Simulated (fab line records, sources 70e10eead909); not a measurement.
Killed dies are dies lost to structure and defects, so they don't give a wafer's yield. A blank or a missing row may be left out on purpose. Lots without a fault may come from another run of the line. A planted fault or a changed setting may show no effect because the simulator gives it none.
A struck lot beside a sound one | flow nand_harc | 42 steps out of a route of 1302
Sound: wafers L439.1, L439.3, L439.5. Struck: wafers L448.1, L448.2, L448.6. The cause comes at the end.
At each step with rows: each side's tool, then ch and its chambers, then its first start. Under that, the readings that differ: sound wafers | struck wafers | difference of the means | sigmas: that difference in standard deviations of wafers without a fault.
alike: readings whose means differ by less than 2 such deviations, and words and numbers that are the same on both sides. not compared: withheld readings, readings that some wafer has no value for, bounds like >300 that may hide the same value, and numbers for which the record gives no deviation and whose values overlap.
The two part at a step that has a row with sigmas, a row that says differs or no value, or rows on one side only. Numbers that don't overlap but have no deviation are shown without sigmas and don't part them. A reading that every wafer of one side lacks parts them only if that side has two wafers or more.

first, 5 steps without rows for these wafers: NHARC_A_CONTACT_ETCH_112 (etches the open film in C4F8/O2/Ar, time 190 s, target depth 1850 nm); NHARC_A_CONTACT_ETCH_113 (etches the open film in C4F8/O2/Ar, time 190 s, target depth 1850 nm); NHARC_A_CONTACT_ETCH_114 (etches the open film in C4F8/O2/Ar, time 190 s, target depth 1850 nm); NHARC_A_CONTACT_ETCH_115 (etches the open film in C4F8/O2/Ar, time 190 s, target depth 1850 nm); NHARC_A_CONTACT_ETCH_116 (etches the open film in C4F8/O2/Ar, time 190 s, target depth 1850 nm).
NHARC_A_CONTACT_ETCH_117: etches the open film in C4F8/O2/Ar, time 190 s, target depth 1850 nm.
  sound on har_cap_etch-03 ch 0,1, day 24 01:49; struck on har_cap_etch-01 ch 0,1, day 27 21:58
  not compared: rf_hours_counter_h
then, 1 step without rows for these wafers: NHARC_A_CONTACT_ETCH_118 (etches the open film in C4F8/O2/Ar, time 190 s, target depth 1850 nm).
NHARC_A_CONTACT_ETCH_119: etches the open film in C4F8/O2/Ar, time 190 s, target depth 1850 nm.
  sound on har_cap_etch-03 ch 0,1, day 24 02:09; struck on har_cap_etch-01 ch 0,1, day 27 22:19
  not compared: rf_hours_counter_h
then, 4 steps without rows for these wafers: NHARC_A_CONTACT_ETCH_120 (etches the open film in C4F8/O2/Ar, time 190 s, target depth 1850 nm); NHARC_A_CONTACT_ETCH_121 (etches the open film in C4F8/O2/Ar, time 190 s, target depth 1850 nm); NHARC_A_CONTACT_ETCH_122 (etches the open film in C4F8/O2/Ar, time 190 s, target depth 1850 nm); NHARC_A_CONTACT_ETCH_123 (etches the open film in C4F8/O2/Ar, time 490 s, target depth 2110 nm).
NHARC_A_CONTACT_ETCH_90: etches the open film in CH3F/O2, target depth 40 nm, time 85.7 s.
  sound on rie_diel-04 ch 2,3, day 24 03:47; struck on rie_diel-08 ch 2,3, day 27 23:58
  alike: drypump_motor_current_A, oes_product_au, rf_vpp_V, showerhead_plenum_p_Torr, throttle_valve_pct
  not compared: rf_hours_counter_h
then, 1 step without rows for these wafers: NHARC_A_CONTACT_ETCH_96 (etches the open film in C4F6/O2, target depth 20 nm, time 10 s).
NHARC_A_CONTACT_CD_MEAS_53:
  sound on cd_sem-03, day 24 04:00; struck on cd_sem-02, day 28 00:14
  alike: cd_nm
then, 3 steps without rows for these wafers: NHARC_A_CONTACT_STRIP_99 (strips in N2/H2); NHARC_A_CONTACT_STRIP_100 (strips in CF4/CHF3); NHARC_A_CONTACT_STRIP_101 (strips in O2/COS).
NHARC_A_CONTACT_ETCH_102: etches the open film in CF4/O2, target depth 100 nm, overetch 10 nm, time 55 s.
  sound on rie_diel-08 ch 0,1,2, day 24 04:18; struck on rie_diel-08 ch 1,3, day 28 00:45
  alike: drypump_motor_current_A, oes_ar_750_au, oes_f_703_au, oes_o_777_au, oes_product_au, rf_vpp_V, showerhead_plenum_p_Torr, throttle_valve_pct
  not compared: rf_hours_counter_h
then, 2 steps without rows for these wafers: NHARC_A_CONTACT_STRIP_55 (strips in O2); NHARC_A_CONTACT_STRIP_56 (strips in post etch residue remover, time 600 s).
NHARC_A_CONTACT_DEP_57: deposits aC, target thk 5300 nm.
  sound on acl_dep-03 ch 0, day 24 09:01; struck on acl_dep-02 ch 0, day 28 02:10
  alike: throttle_valve_pct
then, 11 steps without rows for these wafers: NHARC_A_CONTACT_DEP_58 (deposits SiON, target thk 90 nm); NHARC_A_CONTACT_DEHYDRATE_59 (time 120 s); NHARC_A_CONTACT_HMDS_60 (time 30 s); NHARC_A_CONTACT_COAT_61 (time 75 s); NHARC_A_CONTACT_COAT_62 (time 65 s); NHARC_A_CONTACT_COAT_63 (resist thk 90 nm); NHARC_A_CONTACT_SOFTBAKE_64 (time 55 s); NHARC_A_CONTACT_EBR_65; NHARC_A_CONTACT_EXPOSE_66 (exposes mask A CC 2); NHARC_A_CONTACT_PEB_67 (peb time 65 s); NHARC_A_CONTACT_DEVELOP_68 (develop time 35 s).
NHARC_A_CONTACT_CD_MEAS_69: target cd 300 nm.
  sound on cd_sem-03 ch 0, day 24 12:57; struck on cd_sem-01 ch 0, day 28 06:00
  alike: cd_nm
NHARC_A_CONTACT_OVL_MEAS_70:
  sound on overlay-01, day 24 13:03; struck on overlay-02, day 28 06:05
  alike: overlay_x_nm, overlay_y_nm
then, 1 step without rows for these wafers: NHARC_A_CONTACT_DESCUM_74 (chemistry O2, time 3 s).
NHARC_A_CONTACT_ETCH_75: etches the open film in CF4, target depth 39 nm, time 65 s.
  sound on rie_diel-08 ch 0,3, day 24 13:14; struck on rie_diel-08 ch 1,2, day 28 06:17
  reading               | sound             | struck            | difference | sigmas
  oes_product_au (a.u.) | 0.999 1.012 1.003 | 0.987 0.977 0.985 | -0.022     | -2
  alike: drypump_motor_current_A, rf_vpp_V, showerhead_plenum_p_Torr, throttle_valve_pct
  not compared: rf_hours_counter_h
then, 4 steps without rows for these wafers: NHARC_A_CONTACT_ETCH_76 (etches the open film in N2/H2, target depth 260 nm, time 475.3 s); NHARC_A_CONTACT_ETCH_77 (etches the open film in CF4/CHF3, target depth 108.9 nm, time 54.5 s); NHARC_A_CONTACT_ETCH_78 (etches the open film in O2/COS, target depth 5300 nm, time 1378 s); NHARC_A_CONTACT_ETCH_124 (etches the open film in C4F8/O2/Ar, time 140 s, target depth 700 nm).
-- the record jumps here: 2 days lie between the struck wafers' starts before and after (it left off in module A_CONTACT and takes up again in module END, whose first step shown is number 1302 of the route) --
NHARC_END_SORT_01:
  the record has rows for the struck wafers here (prober-02 ch 0, day 30 15:40) and none for the sound ones

WHERE THEY PART
First at NHARC_A_CONTACT_ETCH_75; last, within this record, at NHARC_END_SORT_01.

WHY: what the simulator had put in
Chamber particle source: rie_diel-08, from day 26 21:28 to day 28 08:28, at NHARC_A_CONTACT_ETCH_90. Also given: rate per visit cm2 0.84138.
